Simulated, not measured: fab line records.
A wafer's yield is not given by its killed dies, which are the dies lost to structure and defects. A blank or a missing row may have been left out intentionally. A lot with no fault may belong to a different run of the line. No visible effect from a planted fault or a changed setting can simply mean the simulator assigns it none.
Chamber matching    flow n5-finfet    N5_GATE_CUT_CMP_43 on cmp-01: 4 sister chambers
The step polishes SiO2. 24 wafers are shown with their chamber, then 12 later ones without.

EACH WAFER AND ITS CHAMBER
wafer   chamber  motor-current-A (A)  slurry-flow-ml-min
L074.1  1        11.6                 149.5
L074.4  2        13.1                 149.3
L074.6  3        11.7                 149.6
L075.3  1        12.6                 149.6
L075.4  0        14.1                 149.3
L075.5  1        12.0                 150.5
L076.3  0        14.1                 149.7
L076.4  2        12.1                 150.7
L076.6  2        12.6                 150.3
L079.1  0        15.6                 150.2
L079.2  1        12.3                 150.2
L079.4  2        12.4                 150.1
L080.1  0        15.0                 149.7
L080.3  3        11.9                 150.4
L080.6  1        12.2                 150.1
L083.1  1        12.0                 149.8
L083.4  2        12.9                 150.0
L083.5  1        11.6                 150.2
L082.1  3        11.7                 150.1
L082.2  1        11.6                 149.9
L082.6  0        14.6                 149.9
L085.2  0        13.6                 150.6
L085.4  1        11.7                 149.1
L085.5  3        12.1                 149.4

SIGNATURES, as means of the wafers listed above
reading             chamber 0  chamber 1  chamber 2  chamber 3  scatter within a chamber
motor-current-A     14.500     11.956     12.620     11.850     0.468
slurry-flow-ml-min  149.900    149.878    150.080    149.875    0.457
Rule: a wafer lies at a distance from a chamber equal to the root of the sum of squares, over the readings, of (its reading less the chamber's mean, divided by the reading's scatter). The wafer belongs to the nearest chamber; if the next one is less than 2 further off, it can't be placed. The scatter: the root of (the sum of the squares of (reading less its chamber's mean) over the shown wafers, divided by (wafers less chambers)).

WAFERS MISSING THEIR CHAMBER
wafer   motor-current-A (A)  slurry-flow-ml-min
L090.1  14.1                 149.8
L090.3  11.8                 150.2
L090.5  12.2                 150.7
L091.1  11.8                 149.6
L091.2  13.0                 149.6
L091.3  11.9                 150.1
L092.3  12.2                 149.8
L092.5  12.4                 149.9
L092.6  15.0                 151.0
L097.1  12.5                 150.5
L097.5  11.2                 150.7
L097.6  13.1                 150.6

WHICH CHAMBER EACH ONE RAN IN
wafer   from the rows above                in truth
L090.1  0                                  0
L090.3  can't be placed: 3 or 1 or 2       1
L090.5  can't be placed: 2 or 1 or 3       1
L091.1  can't be placed: 3 or 1 or 2       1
L091.2  can't be placed: 2 or 1 or 3 or 0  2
L091.3  can't be placed: 1 or 3 or 2       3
L092.3  can't be placed: 1 or 3 or 2       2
L092.5  can't be placed: 2 or 1 or 3       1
L092.6  0                                  0
L097.1  can't be placed: 2 or 1 or 3       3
L097.5  can't be placed: 3 or 1 or 2       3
L097.6  can't be placed: 2 or 1 or 3 or 0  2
Placed correctly: 2 of 12. Cannot be placed on the basis of these rows: 10; the candidates contain the true chamber in 10. 0 placed wrongly.
